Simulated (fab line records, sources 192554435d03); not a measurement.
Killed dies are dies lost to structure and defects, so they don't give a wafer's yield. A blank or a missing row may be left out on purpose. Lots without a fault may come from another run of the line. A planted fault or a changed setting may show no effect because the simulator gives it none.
fab line records | flow n5_finfet
record lots=6 wafers=17 last_day=16
route steps=1938 shown BEOL_M1@788 BEOL_M4@1111 PASSIVATION@1936
lots that met no fault: from a run of the same line without faults
start_h: hours from the record's first day to the start of the lot's first wafer shown | wait_h: hours since the lot's step before | " the same as in the row above | L1.1+2: a row that stands for several wafers | - no value, or no start given | * or withheld: withheld | < > ~ a bound
route shown NAME@n: a module of which the file shows steps, and the number in the route of the first | usual: mean/standard deviation of fault-free wafers | same: alike in all rows | chamber/n: place in a boat | sites: the reading at each site | _std_site: their standard deviation | _edge_site: outer sites' mean less inner sites' | radius_mm: how far each site lies from the wafer's centre | mask NAME#n: copy n | behind: the tool/chamber that last shaped the wafer | hold: why the lot was held/for how many hours/how that ended | device: the transistor (n, p or np) that didn't switch | end of line: the same wafers' tests at the end of the route | a step without rows: its recipe alone | killed: dies lost to structure and defects at the first sort, not the wafer's yield | map: a wafer's dies, x killed, . not, _ none there
set.NAME: the setting as run; set.NAME@STEP: as run at that earlier step | model.NAME: the simulator's own value behind a step, which no gauge read
lots at some steps of the route; a table a step, a row a wafer
services: from which hour (start_h, from the record's first day; less than 0 if before it) a tool's chamber was out of use, for how many hours, and why
## steps
# step N5_BEOL_M1_INSPECT_30
# recipe mode=adi inspect_instrument=brightfield
# usual raw_defect_count=391/84
# columns lot.wafer tool chamber start_h wait_h raw_defect_count
L353.1 defect_inspect-01 - 166.46 0.1 515
L353.2 " - " " 527
L353.3 " - " " 459
L355.2 defect_inspect-01 - 176.34 0.0 426
L355.4 " - " " 621
L355.6 " - " " 420
L358.2 defect_inspect-02 - 188.96 0.0 495
L358.3 " - " " 382
L358.6 " - " " 398
L359.2 defect_inspect-01 - 201.09 0.0 410
L359.3 " - " " 362
L359.4 " - " " 447
L364.3 defect_inspect-01 - 219.98 0.0 324
L364.4 " - " " 300
L364.5 " - " " 264
L368.5 defect_inspect-02 - 242.73 0.0 377
L368.6 " - " " 422
# step N5_BEOL_M1_DESCUM_33
# recipe chemistry=O2 time_s=7 source_power_w=50 bias_power_w=20 pressure_mtorr=20 rf_frequency_hz=2.712e+07 temp_c=40 resist=CAR-EUV o2_flow_sccm=225
# step N5_BEOL_M1_ETCH_77
# recipe chemistry=N2/H2 target=underlayer target_depth_a=65 mask_material=CAR-EUV time_s=5.2 ion_energy_ev=200 pressure_mtorr=30 source_w=840 bias_w=150 n2_flow_sccm=200 h2_flow_sccm=200 ends=cleared
# usual drypump_motor_current_A=5.8/0.53 etch_rf_on_time_s=5.14/0.12 oes_product_au=0.68/0.059 rf_vpp_V=524.0/2.2 showerhead_plenum_p_Torr=2.55/0.053 throttle_valve_pct=17.77/0.22
# columns lot.wafer tool chamber start_h wait_h drypump_motor_current_A etch_rf_on_time_s oes_product_au rf_hours_counter_h rf_vpp_V showerhead_plenum_p_Torr throttle_valve_pct
L353.1 rie_diel-02 1 166.53 0.0 5.7 5.03 0.70 87 523.1 2.46 17.81
L353.2 " 3 " " 5.4 5.20 0.63 157 524.9 2.57 18.27
L353.3 " 0 " " 5.4 4.87 0.79 43 520.6 2.51 17.49
L355.2 rie_diel-05 2 176.41 0.0 5.9 4.97 0.71 96 524.3 2.55 17.46
L355.4 " 0 " " 5.9 5.35 0.61 222 522.6 2.51 17.98
L355.6 " 2 " " 5.9 5.01 0.71 - 522.7 2.55 17.45
L358.2 rie_diel-03 3 189.03 0.0 6.7 5.01 0.70 90 524.1 2.57 17.69
L358.3 " 0 " " 5.3 5.04 0.71 81 521.2 2.47 17.84
L358.6 " 1 " " 4.8 5.12 0.77 - 524.0 2.61 17.66
L359.2 rie_diel-03 3 201.17 0.0 6.6 5.02 0.70 96 526.9 2.57 17.69
L359.3 " 3 " " 6.7 5.05 0.70 - 525.0 2.57 17.72
L359.4 " 1 " " 4.8 5.04 0.76 - 526.4 2.61 17.68
L364.3 rie_diel-05 2 220.05 0.0 5.9 5.03 0.69 111 524.6 2.54 17.49
L364.4 " 0 " " 5.8 5.38 0.60 233 522.6 2.50 17.99
L364.5 " 2 " " 5.9 5.08 0.70 - 524.6 2.54 17.50
L368.5 rie_diel-03 1 242.89 0.0 4.8 4.99 0.77 - 525.0 2.60 17.69
L368.6 " 2 " " 5.8 5.32 0.59 - 523.2 2.60 17.88
# step N5_BEOL_M1_ETCH_69
# recipe chemistry=CF4 target=SiARC target_depth_a=156 mask_material=CAR-EUV time_s=26 ion_energy_ev=80 pressure_mtorr=40 source_w=545 bias_w=36 Ar_flow_sccm=100 cf4_flow_sccm=100 ends=cleared
# usual drypump_motor_current_A=5.8/0.52 etch_rf_on_time_s=25.7/0.6 oes_product_au=0.68/0.059 rf_vpp_V=184.0/0.88 showerhead_plenum_p_Torr=2.15/0.045 throttle_valve_pct=15.53/0.18
# columns lot.wafer tool chamber start_h wait_h drypump_motor_current_A etch_rf_on_time_s oes_product_au rf_hours_counter_h rf_vpp_V showerhead_plenum_p_Torr throttle_valve_pct
L353.1 rie_diel-02 1 166.54 0.0 5.7 25.4 0.70 87 183.7 2.07 15.42
L353.2 " 3 " " 5.4 26.5 0.64 157 183.7 2.11 15.68
L353.3 " 0 " " 5.4 24.6 0.78 43 183.6 2.09 15.01
L355.2 rie_diel-05 2 176.43 0.0 5.9 25.3 0.71 96 183.2 2.16 15.40
L355.4 " 0 " " 5.8 27.2 0.60 222 183.0 2.12 15.69
L355.6 " 2 " " 5.9 25.1 0.71 - 183.7 2.16 15.41
L358.2 rie_diel-03 3 189.04 0.0 6.7 25.0 0.70 90 183.1 2.16 15.39
L358.3 " 0 " " 5.3 25.1 0.72 81 184.5 2.08 15.46
L358.6 " 1 " " 4.8 25.4 0.77 - 184.2 2.19 15.40
L359.2 rie_diel-03 3 201.20 0.0 6.7 24.8 0.69 96 184.6 2.16 15.42
L359.3 " 3 " " 6.7 25.1 0.70 - 183.2 2.16 15.42
L359.4 " 1 " " 4.8 25.2 0.77 - 184.3 2.19 15.42
L364.3 rie_diel-05 2 220.07 0.0 5.9 24.9 0.70 111 184.3 2.16 15.44
L364.4 " 0 " " 5.8 26.5 0.60 233 184.6 2.12 15.73
L364.5 " 2 " " 5.9 25.1 0.70 - 184.8 2.16 15.44
L368.5 rie_diel-03 1 242.93 0.0 4.8 25.3 0.76 - 183.4 2.18 15.43
L368.6 " 2 " " 5.7 26.1 0.60 - 183.9 2.20 15.76
# step N5_BEOL_M1_ALD_98
# recipe material=SiO2 target_thk_a=25 temp_c=100 ald_precursor_family=BDEAS ald_co_reactant=O2-plasma pulse_time_s=1 co_reactant_pulse_time_s=1 purge_time_s=2 co_reactant_purge_time_s=2 ald_cycles=17 pressure_torr=2
# step N5_BEOL_M1_ETCHBACK_99
# recipe chemistry=CHF3 target=SiO2 target_depth_a=50 time_s=10.4 source_w=215 bias_w=47 Ar_flow_sccm=200 CHF3_flow_sccm=12 ion_energy_ev=100 pressure_mtorr=30
# step N5_BEOL_M1_ETCH_70
# recipe chemistry=N2/H2 target=SOC target_depth_a=800 overetch_a=160 mask_material=SiARC temp_c=40 time_s=120 ion_energy_ev=200 pressure_mtorr=30 source_w=840 bias_w=150 n2_flow_sccm=200 h2_flow_sccm=200
# step N5_BEOL_M1_STRIP_71
# recipe chemistry=N2/H2 temp_c=40 n2_flow_sccm=200 h2_flow_sccm=200 rf_frequency_hz=6e+07
# step N5_BEOL_M1_STRIP_78
# recipe chemistry=N2/H2 temp_c=40 n2_flow_sccm=200 h2_flow_sccm=200 rf_frequency_hz=6e+07
# step N5_BEOL_M1_VIA_ETCH_34
# recipe chemistry=C4F6/O2 target_depth_a=678 mask_material=SOC pressure_mtorr=15 ion_energy_ev=250 taper_deg=4 time_s=64.4 source_w=350 bias_w=170 Ar_flow_sccm=300 C4F6_flow_sccm=10 O2_flow_sccm=10
# step N5_BEOL_M1_STRIP_83
# recipe chemistry=C4F6/O2 resist=SiARC rf_frequency_hz=6e+07
# step N5_BEOL_M1_STRIP_36
# recipe chemistry=N2/H2 power_w=450 temp_c=40 pressure_mtorr=20 rf_frequency_hz=6e+07 overash_fraction=0.3 bias_power_w=7 h2_frac=0.5 n2_flow_sccm=200 h2_flow_sccm=200
# step N5_BEOL_M1_TRENCH_ETCH_37
# recipe chemistry=C4F6/O2 target_depth_a=552.07 target=SiOC time_s=29 ion_energy_ev=250 pressure_mtorr=30 source_w=355 bias_w=185 Ar_flow_sccm=300 C4F6_flow_sccm=10 O2_flow_sccm=10
# usual drypump_motor_current_A=5.8/0.53 oes_product_au=0.79/0.072 rf_vpp_V=671/14 showerhead_plenum_p_Torr=2.84/0.054 throttle_valve_pct=20.75/0.21
# same time_s=29
# columns lot.wafer tool chamber start_h wait_h drypump_motor_current_A oes_product_au rf_hours_counter_h rf_vpp_V showerhead_plenum_p_Torr throttle_valve_pct model.BEOL_M1.feature_depth_nm model.etch.depth_nm model.TiN_of_BEOL_M1_HM_DEP_02.thk_nm
L353.1 rie_diel-02 3 174.60 - 5.4 0.75 161 686 2.80 20.83 55.2 55.23 17.8
L353.2 " 0 " " 5.4 0.90 46 689 2.80 20.39 57 56.97 17.8
L353.3 " 2 " " 6.4 0.71 162 668 2.84 20.97 53.6 53.66 17.6
L355.2 rie_diel-05 2 183.77 - 5.9 0.84 99 644 2.86 20.55 57 56.99 17.8
L355.4 " 3 " " 6.4 0.83 85 667 2.79 21.17 56.8 56.74 17.6
L355.6 " 0 " " 5.8 0.71 - 682 2.81 20.85 54.6 54.63 17.6
L358.2 rie_diel-02 3 191.17 - 5.4 0.76 165 686 2.80 20.84 55.6 55.59 18
L358.3 " 1 " " 5.7 0.80 95 669 2.76 20.75 55.8 55.86 18.2
L358.6 " 0 " " 5.4 0.89 - 688 2.80 20.41 57 56.93 18
L359.2 rie_diel-03 1 209.89 - 4.8 0.89 26 685 2.90 20.64 56 56.08 18.4
L359.3 " 2 " " 5.7 0.69 235 660 2.91 20.84 54 54.03 18.2
L359.4 " 0 " " 5.3 0.83 87 685 2.77 20.81 55.8 55.85 18
L364.3 rie_diel-03 1 231.40 - 4.8 0.89 31 684 2.90 20.64 56.6 56.65 17.4
L364.4 " 2 " " 5.7 0.86 240 660 2.91 20.92 76.2 76.11 17.2
L364.5 " 2 " " 5.7 0.87 - 661 2.91 20.91 76.6 76.52 17.2
L368.5 rie_diel-03 2 244.54 - 5.8 0.85 - 659 2.91 20.92 75.6 75.7 16.8
L368.6 " 3 " " 6.7 0.79 - 657 2.84 20.50 55 54.98 17.8
# step N5_BEOL_M1_ETCH_41
# recipe chemistry=CH3F/O2 target=SiCN target_depth_a=319 taper_deg=2 time_s=57.8 ion_energy_ev=120 mask_material=TiN pressure_mtorr=30 source_w=395 bias_w=75 Ar_flow_sccm=150 CH3F_flow_sccm=30 O2_flow_sccm=20
# step N5_BEOL_M1_STRIP_97
# recipe chemistry=N2/H2 time_s=10 power_w=450 temp_c=40 pressure_mtorr=20 rf_frequency_hz=6e+07 bias_power_w=7 n2_flow_sccm=200 h2_flow_sccm=200
# step N5_BEOL_M1_OCD_MEAS_38
# usual trench_depth_nm=55.5/1
# columns lot.wafer tool chamber start_h wait_h trench_depth_nm
L353.1 ocd-01 - 174.76 - 55.1
L353.2 " - " " 56.5
L353.3 " - " " 53.5
L355.2 ocd-02 - 183.93 - 57.3
L355.4 " - " " 56.7
L355.6 " - " " 54.7
L358.2 ocd-02 - 191.33 - 55.9
L358.3 " - " " 56.2
L358.6 " - " " 56.7
L359.2 ocd-01 - 210.05 - 56.0
L359.3 " - " " 54.0
L359.4 " - " " 55.7
L364.3 ocd-01 - 231.56 - 56.4
L364.4 " - " " 75.9
L364.5 " - " " 76.5
L368.5 ocd-01 - 244.69 - 75.4
L368.6 " - " " 55.1
# step N5_BEOL_M1_HM_STRIP_39
# recipe chemistry=peroxide_tin_strip material=TiN target_depth_a=250 temp_c=50 time_s=158
# step N5_BEOL_M1_SRD_40
# recipe time_s=30 temp_c=23 rinse_liquid=diw dry=ipa_marangoni
# step N5_BEOL_M1_PRECLEAN_42
# recipe chemistry=residue_remover time_s=60 temp_c=40
# step N5_BEOL_M1_SRD_43
# recipe time_s=30 temp_c=23 rinse_liquid=diw dry=ipa_marangoni
# step N5_BEOL_M1_CD_MEAS_35
# recipe target_cd_nm=18 target_cd_y_nm=21 polarity=opening
# usual cd_nm=17.8/0.42
# columns lot.wafer tool chamber start_h wait_h cd_nm
L353.1 cd_sem-02 - 174.91 0.0 17.6
L353.2 " - " " 17.8
L353.3 " - " " 16.9
L355.2 cd_sem-01 - 184.08 0.0 18.2
L355.4 " - " " 17.2
L355.6 " - " " 17.1
L358.2 cd_sem-03 - 191.48 0.0 18.1
L358.3 " - " " 17.7
L358.6 " - " " 17.9
L359.2 cd_sem-03 - 210.20 0.0 18.0
L359.3 " - " " 18.0
L359.4 " - " " 18.1
L364.3 cd_sem-03 - 231.71 0.0 17.9
L364.4 " - " " 18.5
L364.5 " - " " 18.3
L368.5 cd_sem-03 - 244.84 0.0 18.1
L368.6 " - " " 18.2
# step N5_BEOL_M1_DEGAS_44
# recipe ambient=vacuum temp_c=250 time_s=60
# step N5_BEOL_M1_PRE_CLEAN_45
# recipe gas=H2/He time_s=30 temp_c=250
# step N5_BEOL_M1_ALD_84
# recipe material=TaN target_thk_a=* temp_c=275 ald_precursor_family=PDMAT ald_co_reactant=NH3 pressure_torr=3 carrier_flow_sccm=1500 pulse_time_s=2 purge_time_s=3 co_reactant_purge_time_s=2 co_reactant_pulse_time_s=3 ald_cycles=30 precursor_vessel_temp_c=75 precursor_vessel_pressure_torr=26.25 precursor_vessel_carrier_sccm=1000
# step N5_BEOL_M1_SURFACE_TREAT_85
# recipe gas=Ar time_s=* ion_energy_ev=* ion_current_ma_cm2=0.5 pressure_mtorr=* ar_flow_sccm=30
# step N5_BEOL_M1_CVD_47
# recipe material=Co target_thk_a=30 temp_c=withheld precursor=CCTBA/H2 pressure_torr=30 time_s=223.8
# step N5_BEOL_M1_SPUTTER_48
# recipe material=Cu target_thk_a=45 temp_c=-20 chamber_pressure_pa=0.07 power_w=withheld time_s=8.29
# step N5_BEOL_M1_ANNEAL_49
# recipe temp_c=400 time_s=240 ambient=vacuum
# step N5_BEOL_M1_SPUTTER_79
# recipe material=Cu target_thk_a=45 temp_c=-20 chamber_pressure_pa=0.07 power_w=withheld time_s=8.29
# step N5_BEOL_M1_ANNEAL_80
# recipe temp_c=400 time_s=240 ambient=vacuum
# step N5_BEOL_M1_SPUTTER_81
# recipe material=Cu target_thk_a=45 temp_c=-20 chamber_pressure_pa=0.07 power_w=withheld time_s=8.29
# step N5_BEOL_M1_ANNEAL_82
# recipe temp_c=400 time_s=240 ambient=vacuum
# step N5_BEOL_M1_SPUTTER_86
# recipe material=Cu target_thk_a=45 temp_c=-20 chamber_pressure_pa=0.07 power_w=withheld time_s=8.29
# step N5_BEOL_M1_ANNEAL_87
# recipe temp_c=400 time_s=240 ambient=vacuum
# usual heater_power_w=815/46
# same time_s=240
# columns lot.wafer tool chamber start_h wait_h heater_power_w
L353.1 pvd_sputter-01 - 177.20 0.0 827
L353.2 " - " " 785
L353.3 " - " " 821
L355.2 pvd_sputter-03 - 186.28 0.0 842
L355.4 " - " " 815
L355.6 " - " " 846
L358.2 pvd_sputter-03 - 193.79 0.0 880
L358.3 " - " " 832
L358.6 " - " " 839
L359.2 pvd_sputter-01 - 211.85 0.0 783
L359.3 " - " " 829
L359.4 " - " " 842
L364.3 pvd_sputter-03 - 233.33 0.0 907
L364.4 " - " " 833
L364.5 " - " " 810
L368.5 pvd_sputter-02 - 247.08 0.1 880
L368.6 " - " " 797
# step N5_BEOL_M1_SPUTTER_88
# recipe material=Cu target_thk_a=45 temp_c=-20 chamber_pressure_pa=0.07 power_w=withheld time_s=8.29
# step N5_BEOL_M1_ANNEAL_89
# recipe temp_c=400 time_s=240 ambient=vacuum
# step N5_BEOL_M1_SPUTTER_90
# recipe material=Cu target_thk_a=45 temp_c=-20 chamber_pressure_pa=0.07 power_w=withheld time_s=8.29
# usual throttle_valve_pct=30.0/1.2
# same time_s=8.29
# columns lot.wafer tool chamber start_h wait_h throttle_valve_pct
L353.1 pvd_sputter-01 - 177.59 0.1 29.1
L353.2 " - " " 30.6
L353.3 " - " " 30.9
L355.2 pvd_sputter-03 - 186.64 0.1 30.1
L355.4 " - " " 28.3
L355.6 " - " " 30.0
L358.2 pvd_sputter-03 - 194.15 0.1 30.3
L358.3 " - " " 30.0
L358.6 " - " " 28.4
L359.2 pvd_sputter-01 - 212.21 0.1 30.3
L359.3 " - " " 28.9
L359.4 " - " " 31.3
L364.3 pvd_sputter-03 - 233.69 0.1 29.9
L364.4 " - " " 28.4
L364.5 " - " " 29.8
L368.5 pvd_sputter-02 - 247.41 0.0 27.8
L368.6 " - " " 32.0
# step N5_BEOL_M1_ANNEAL_91
# recipe temp_c=400 time_s=240 ambient=vacuum
# step N5_BEOL_M1_SPUTTER_92
# recipe material=Cu target_thk_a=45 temp_c=-20 chamber_pressure_pa=0.07 power_w=withheld time_s=8.29
# usual throttle_valve_pct=30.0/1.2
# same time_s=8.29
# columns lot.wafer tool chamber start_h wait_h throttle_valve_pct
L353.1 pvd_sputter-01 - 177.83 0.1 28.8
L353.2 " - " " 30.5
L353.3 " - " " 31.1
L355.2 pvd_sputter-03 - 186.86 0.1 30.1
L355.4 " - " " 28.3
L355.6 " - " " 29.7
L358.2 pvd_sputter-03 - 194.37 0.1 30.3
L358.3 " - " " 30.0
L358.6 " - " " 28.4
L359.2 pvd_sputter-01 - 212.43 0.1 30.3
L359.3 " - " " 28.9
L359.4 " - " " 30.8
L364.3 pvd_sputter-03 - 233.91 0.1 30.2
L364.4 " - " " 28.6
L364.5 " - " " 30.0
L368.5 pvd_sputter-02 - 247.63 0.0 27.8
L368.6 " - " " 32.4
# step N5_BEOL_M1_ANNEAL_93
# recipe temp_c=400 time_s=240 ambient=vacuum
# step N5_BEOL_M1_SPUTTER_94
# recipe material=Cu target_thk_a=45 temp_c=-20 chamber_pressure_pa=0.07 power_w=withheld time_s=8.29
# step N5_BEOL_M1_ANNEAL_95
# recipe temp_c=400 time_s=240 ambient=vacuum
# step N5_BEOL_M4_RC_MEAS_101
# usual CHAIN_V0=238/12 CHAIN_V0_max_site=247/12 DIBL_N=36.0/2.2 DIBL_P=35.9/2.6 IOFF_N=0.16/0.038 IOFF_P=0.21/0.042 ION_N=675/15 ION_P=463/10 SS_N=71.5/0.62 SS_P=73.2/0.76 VT_N=250/4.1 VT_P=-251/3.6
# columns lot.wafer tool chamber start_h wait_h CHAIN_V0[ohm/link] CHAIN_V0_max_site[ohm/link] DIBL_N[mV/V] DIBL_P[mV/V] IOFF_N[nA/um] IOFF_P[nA/um] ION_N[uA/um] ION_P[uA/um] SS_N[mV/dec] SS_P[mV/dec] VT_N[mV] VT_P[mV]
L353.1 prober-01 0 210.74 0.0 229 234 40.7 38.3 0.21 0.25 689 463 71.7 73.5 246 -250
L353.2 " 0 " " 227 237 36.1 34.8 0.13 0.18 684 470 71.2 72.5 253 -253
L353.3 " 0 " " 261 268 35.0 32.6 0.11 0.16 664 460 71.0 72.3 255 -254
L355.2 prober-01 0 219.93 0.2 228 234 36.3 36.8 0.15 0.20 664 454 71.2 73.4 252 -253
L355.4 " 0 " " 253 263 34.3 34.1 0.11 0.16 645 447 70.9 72.9 254 -255
L355.6 " 0 " " 256 265 38.3 38.6 0.19 0.23 676 466 71.9 74.3 251 -250
L358.2 prober-01 0 230.65 0.2 223 235 37.6 35.9 0.17 0.25 688 479 71.0 73.6 251 -247
L358.3 " 0 " " 233 237 36.6 33.7 0.13 0.20 673 468 70.5 72.3 251 -250
L358.6 " 0 " " 228 234 36.8 33.6 0.14 0.21 660 454 71.1 73.3 251 -249
L359.2 prober-01 0 247.44 0.2 255 263 35.2 36.6 0.15 0.20 673 460 71.2 72.6 249 -249
L359.3 " 0 " " 254 260 34.9 37.1 0.16 0.21 685 467 71.1 72.7 246 -248
L359.4 " 0 " " 246 256 36.3 36.2 0.14 0.19 647 444 72.0 72.4 253 -251
L364.3 prober-02 0 267.24 0.3 242 248 37.6 39.1 0.19 0.26 685 472 72.3 73.6 245 -246
L364.4 " 0 " " 198 207 40.7 42.4 0.25 0.32 700 477 72.1 74.5 241 -245
L364.5 " 0 " " 188 198 37.0 37.4 0.18 0.24 661 457 71.7 73.2 247 -249
L368.5 prober-02 0 290.79 0.6 205 215 33.8 31.9 0.12 0.18 656 454 70.8 72.2 252 -251
L368.6 " 0 " " 234 241 37.3 37.0 0.20 0.27 702 480 71.6 73.8 246 -244
# sites CHAIN_V0 radius_mm=0,75,75,75,75,140,140,140,140
L353.1 223 230 222 234 230 223 221 230 229
L355.2 229 234 228 228 231 223 215 220 215
L358.2 232 235 223 226 232 223 219 222 220
L359.2 255 263 255 258 257 250 247 252 243
L364.3 242 244 244 239 246 232 248 237 242
L368.5 212 215 203 215 203 205 202 206 200
# step N5_PASSIVATION_PROBE_49
# usual defect_limited_yield=91.4/1.6 killed_at_M0_to_M3=35/10 killed_at_M4_up=12/4.7 killed_at_contacts=12/5.8 killed_at_front_end=38/12 killed_at_other=4/3.2 killed_dies=102/18 killed_open=68/14 killed_short=32/8 sort_bin_5_function=5.1/0.96 sort_bin_6_memory=3.2/0.77 sort_n_pass=1078/20 sort_yield_pct=91.3/1.7
# same gross_dies=1180 killed_at_back_side=0 sort_bin_4_leakage[%]=0 sort_bin_8_speed[%]=0
# columns lot.wafer tool chamber start_h wait_h defect_limited_yield[%] killed_at_M0_to_M3 killed_at_M4_up killed_at_contacts killed_at_front_end killed_at_other killed_dies killed_open killed_short sort_bin_5_function[%] sort_bin_6_memory[%] sort_n_pass sort_yield_pct[%]
L355.2 prober-02 - 325.64 0.1 87.6 40 6 30 69 1 146 100 46 8.1 3.7 1034 87.6
L355.4 prober-02 - 325.74 0.2 92.1 33 11 7 38 4 93 62 31 4.7 2.9 1087 92.1
L355.6 prober-02 - 325.84 0.3 90.7 47 13 12 33 5 110 73 37 5.3 3.8 1070 90.7
L359.2 prober-02 - 358.40 0.1 90.9 56 15 9 21 6 107 70 34 5.0 3.4 1073 90.9
L359.3 prober-02 - 358.45 0.1 93.1 24 6 13 35 4 82 59 23 4.2 2.5 1098 93.1
L364.4 prober-01 - 374.09 0.2 93.6 27 4 1 33 11 76 44 31 3.1 2.9 1104 93.6
L364.5 prober-01 - 374.14 0.2 87.7 89 16 7 31 2 145 69 44 5.2 4.0 1035 87.7
L368.5 prober-02 - 390.95 0.6 89.6 59 11 13 37 3 123 75 45 5.8 4.1 1057 89.6
# killed by level:class
L355.2 STI_FIN_REVEAL:geometric_particle:open=28 MOL_CONTACT_COAG:geometric_particle:open=26 BEOL_M0_SAQP:geometric_particle:short=12 FIN_SAQP:geometric_particle:short=10 FIN_SAQP:geometric_particle:open=9 BEOL_M0_SAQP:geometric_particle:open=9 BEOL_M3:geometric_particle:open=8 STI_FIN_REVEAL:geometric_particle:short=6
L355.4 STI_FIN_REVEAL:geometric_particle:open=14 BEOL_M0_SAQP:geometric_particle:short=10 BEOL_M3:geometric_particle:open=8 BEOL_M0_SAQP:geometric_particle:open=7 FIN_SAQP:geometric_particle:short=6 MOL_CONTACT_COAG:geometric_particle:open=6 BEOL_M2:geometric_particle:open=5 BEOL_M4:geometric_particle:open=4
L355.6 BEOL_M0_SAQP:geometric_particle:open=16 BEOL_M0_SAQP:geometric_particle:short=15 STI_FIN_REVEAL:geometric_particle:open=13 MOL_CONTACT_COAG:geometric_particle:open=8 BEOL_M3:geometric_particle:open=8 STARTING-WAFER:geometric_particle:open=5 FIN_SAQP:geometric_particle:open=4 MOL_CONTACT_COAG:geometric_particle:short=4
L359.2 BEOL_M2:geometric_particle:open=16 MOL_CONTACT_COAG:geometric_particle:open=8 BEOL_M3:geometric_particle:short=8 BEOL_M0_SAQP:geometric_particle:open=7 BEOL_M3:geometric_particle:open=7 BEOL_M4:geometric_particle:open=7 STI_FIN_REVEAL:geometric_particle:open=6 BEOL_M0_SAQP:geometric_particle:short=6
L359.3 FIN_SAQP:geometric_particle:open=13 MOL_CONTACT_COAG:geometric_particle:open=11 FIN_SAQP:geometric_particle:short=6 BEOL_M1:geometric_particle:open=6 BEOL_M2:geometric_particle:open=6 DUMMY_GATE:geometric_particle:open=3 BEOL_M0_SAQP:geometric_particle:open=3 BEOL_M3:geometric_particle:open=3
L364.4 STI_FIN_REVEAL:geometric_particle:open=12 FIN_SAQP:geometric_particle:open=7 BEOL_M0_SAQP:geometric_particle:short=7 FIN_SAQP:geometric_particle:short=5 BEOL_M1:geometric_particle:open=5 PASS1_CAP:geometric_particle:short=5 BEOL_M0_SAQP:geometric_particle:open=4 STI_FIN_REVEAL:geometric_particle:short=3
L364.5 BEOL_M1:area_etch=32 BEOL_M0_SAQP:geometric_particle:open=12 BEOL_M0_SAQP:geometric_particle:short=12 BEOL_M1:geometric_particle:open=11 FIN_SAQP:geometric_particle:open=6 BEOL_M2:geometric_particle:open=6 FIN_SAQP:geometric_particle:short=5 BEOL_M1:geometric_particle:short=5
L368.5 FIN_SAQP:geometric_particle:short=11 BEOL_M0_SAQP:geometric_particle:open=11 BEOL_M0_SAQP:geometric_particle:short=10 BEOL_M1:geometric_particle:open=9 BEOL_M2:geometric_particle:open=9 MOL_CONTACT_COAG:geometric_particle:open=8 GATE_CUT:geometric_particle:short=6 BEOL_M3:geometric_particle:open=6
## services
# columns tool chamber start_h hours kind
pvd_sputter-01 - 150.27 1.8 repair
rie_diel-05 - 159.80 1.1 repair
rie_diel-03 2 189.48 14.7 repair
## key
first_sign step=N5_BEOL_M1_OCD_MEAS_38 reading=trench_depth_nm direction=up sigmas=20 usual=55.5 struck=75.9
effect step=N5_BEOL_M4_RC_MEAS_101 reading=CHAIN_V0 direction=down sigmas=3.5 usual=238 struck=197
effect step=N5_BEOL_M4_RC_MEAS_101 reading=CHAIN_V0_max_site direction=down sigmas=3.2 usual=247 struck=207
effect step=N5_PASSIVATION_PROBE_49 reading=killed_at_M0_to_M3 direction=up sigmas=2.3 usual=35 struck=58 wafers_moved=1
model_effect step=N5_BEOL_M1_TRENCH_ETCH_37 value=BEOL_M1.feature_depth_nm without=53.87 struck=76.13
met_at N5_BEOL_M1_TRENCH_ETCH_37
struck_wafers L364.4,L364.5,L368.5
onset_between 209.89 231.40
fault kind=process_parameter_drift tool=rie_diel-03 chamber=- onset_h=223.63 steps=N5_BEOL_M1_TRENCH_ETCH_37 channel=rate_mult offset=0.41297 shape=step end_h=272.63 scope=struck_wafers_only
